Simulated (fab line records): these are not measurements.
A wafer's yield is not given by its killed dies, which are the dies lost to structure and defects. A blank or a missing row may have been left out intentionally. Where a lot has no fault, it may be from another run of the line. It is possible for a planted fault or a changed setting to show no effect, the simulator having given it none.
Matching of chambers + flow n5_finfet + N5_HKMG_FIN_STRIP_89 on rie_diel-01: 4 sister chambers
The step strips SOC in N2/H2, time 20 s. 14 wafers are shown with their chamber, then 7 later ones without.

WAFERS PAIRED WITH THEIR CHAMBERS
| wafer  | chamber | showerhead_plenum_p_Torr (Torr) | throttle_valve_pct (%) | drypump_motor_current_A (A) |
|--------|---------|---------------------------------|------------------------|-----------------------------|
| L074.1 | 3       | 3.55                            | 19.3                   | 5.7                         |
| L074.2 | 2       | 3.20                            | 19.8                   | 5.1                         |
| L074.4 | 0       | 3.43                            | 18.7                   | 6.6                         |
| L075.3 | 3       | 3.55                            | 19.3                   | 5.7                         |
| L075.4 | 2       | 3.20                            | 19.8                   | 5.0                         |
| L075.6 | 1       | 3.23                            | 19.4                   | 5.7                         |
| L078.2 | 3       | 3.55                            | 19.3                   | 5.7                         |
| L078.3 | 0       | 3.43                            | 18.7                   | 6.5                         |
| L078.5 | 3       | 3.55                            | 19.3                   | 5.7                         |
| L080.1 | 2       | 3.20                            | 19.9                   | 5.1                         |
| L080.2 | 3       | 3.54                            | 19.3                   | 5.7                         |
| L080.4 | 1       | 3.23                            | 19.4                   | 5.7                         |
| L082.1 | 1       | 3.22                            | 19.4                   | 5.7                         |
| L082.2 | 2       | 3.20                            | 19.9                   | 5.1                         |

SIGNATURES (averages over the wafers above)
| reading                  | chamber 0 | chamber 1 | chamber 2 | chamber 3 | scatter within a chamber |
|--------------------------|-----------|-----------|-----------|-----------|--------------------------|
| showerhead_plenum_p_Torr | 3.4300    | 3.2267    | 3.2000    | 3.5480    | 0.00383                  |
| throttle_valve_pct       | 18.700    | 19.400    | 19.850    | 19.300    | 0.0316                   |
| drypump_motor_current_A  | 6.550     | 5.700     | 5.075     | 5.700     | 0.0354                   |
Rule: for each reading, subtract the chamber's mean from the wafer's reading, divide by that reading's scatter and square the result; add these up over the readings and take the root, which gives the wafer's distance from the chamber. If the next closest chamber is less than 2 further off than the closest, the wafer can't be placed; otherwise it belongs to the closest. How the scatter is found: for the shown wafers, subtract from each reading the mean of its chamber, square and add these, divide the total by (wafers less chambers), then take the root.

WAFERS WITH NO CHAMBER GIVEN
| wafer  | showerhead_plenum_p_Torr (Torr) | throttle_valve_pct (%) | drypump_motor_current_A (A) |
|--------|---------------------------------|------------------------|-----------------------------|
| L082.6 | 3.54                            | 19.3                   | 5.7                         |
| L092.2 | 3.21                            | 19.4                   | 5.8                         |
| L092.4 | 3.60                            | 19.5                   | 5.1                         |
| L092.5 | 3.53                            | 19.4                   | 5.7                         |
| L094.2 | 3.21                            | 19.4                   | 5.7                         |
| L094.4 | 3.59                            | 19.5                   | 5.1                         |
| L094.6 | 3.21                            | 19.4                   | 5.7                         |

WHICH CHAMBER EACH WENT THROUGH
| wafer  | from the rows above | in truth                   |
|--------|---------------------|----------------------------|
| L082.6 | 3                   | 3                          |
| L092.2 | 1                   | 1                          |
| L092.4 | 3                   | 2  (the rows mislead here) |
| L092.5 | 3                   | 3                          |
| L094.2 | 1                   | 1                          |
| L094.4 | 3                   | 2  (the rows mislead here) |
| L094.6 | 1                   | 1                          |
Correctly placed: 5 of 7. Number that these rows cannot place: 0. 2 placed wrongly.
